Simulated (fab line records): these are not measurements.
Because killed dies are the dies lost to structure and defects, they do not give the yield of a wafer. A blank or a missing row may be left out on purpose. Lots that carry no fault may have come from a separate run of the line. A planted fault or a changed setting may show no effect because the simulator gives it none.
2 desks, one fault :: flow n5Finfet :: numbers are kept per desk, each desk with only its own; the story behind them comes last

## AT THE TOOL OWNER'S DESK: rieDiel-01
The tool's own readings at N5_BEOL_M14_ETCH_38 (etches SiCN in CF4/N2, target depth 106.5 nm, time 120.6 s): means of the sampled wafers that have a number, for each lot that ran on this tool. Marked OUT: a lot whose mean sits more than 4 standard deviations from the usual mean, which makes it out of limits; the brackets give that distance.
Columns: A = cf4FlowSccm at N5_BEOL_M14_ETCH_38, usual 60.01 sccm; B = drypumpMotorCurrentA at N5_BEOL_M14_ETCH_38, usual 5.8 A; C = oesProductAu at N5_BEOL_M14_ETCH_38, usual 0.83 a.u.; D = rfVppV at N5_BEOL_M14_ETCH_38, usual 383.2 V; E = showerheadPlenumPTorr at N5_BEOL_M14_ETCH_38, usual 2.24 Torr; F = throttleValvePct at N5_BEOL_M14_ETCH_38, usual 15.24 %
lot: L541
first seen here: day 12 09:00
A: 59.90
B: 5.7
C: 0.82
D: 384.2
E: 2.29
F: 15.12

lot: L544
first seen here: day 14 03:34
A: 60.00
B: 5.7
C: 0.81
D: 384.7
E: 2.29
F: 15.15

lot: L546
first seen here: day 14 10:11
A: 59.91
B: 5.9
C: 0.80
D: 385.8
E: 2.32
F: 15.08

lot: L548
first seen here: day 15 21:28
A: 59.99
B: 5.5
C: 0.85
D: 383.7
E: 2.26
F: 15.24

lot: L550
first seen here: day 16 14:34
A: 60.16
B: 5.7
C: 0.78
D: 384.8
E: 2.28
F: 15.18

lot: L554
first seen here: day 17 05:42
A: 59.94
B: 5.5
C: 0.85
D: 383.7
E: 2.27
F: 15.21
This desk's finding: nothing out of limits on any of the 6 lots.

## THE METROLOGY DESK
What the gauges read for every lot (on any tool): the sampled wafers with a number, averaged. Marked OUT: a lot whose mean sits more than 4 standard deviations from the usual mean, which makes it out of limits; the brackets give that distance.
Columns: A = PAD_OVL at N5_PASSIVATION_OVL_MEAS_63, usual -1 nm
lot: L541
first seen here: day 13 04:49
A: 5

lot: L542
first seen here: day 14 05:17
A: 1

lot: L544
first seen here: day 14 23:46
A: 4

lot: L546
first seen here: day 15 05:04
A: 1

lot: L548
first seen here: day 16 13:14
A: -0

lot: L550
first seen here: day 17 10:38
A: 1

lot: L552
first seen here: day 17 21:11
A: 1

lot: L554
first seen here: day 18 03:14
A: -3

lot: L557
first seen here: day 18 06:30
A: 1

lot: L558
first seen here: day 18 15:01
A: -0

lot: L562
first seen here: day 20 13:55
A: -11
This desk's finding: nothing out of limits on any of the 11 lots.

## PUT TOGETHER
The tool owner's desk saw nothing out of limits.
Nothing out of limits was seen by the metrology desk.

## WHAT WAS PUT IN BY THE SIMULATOR
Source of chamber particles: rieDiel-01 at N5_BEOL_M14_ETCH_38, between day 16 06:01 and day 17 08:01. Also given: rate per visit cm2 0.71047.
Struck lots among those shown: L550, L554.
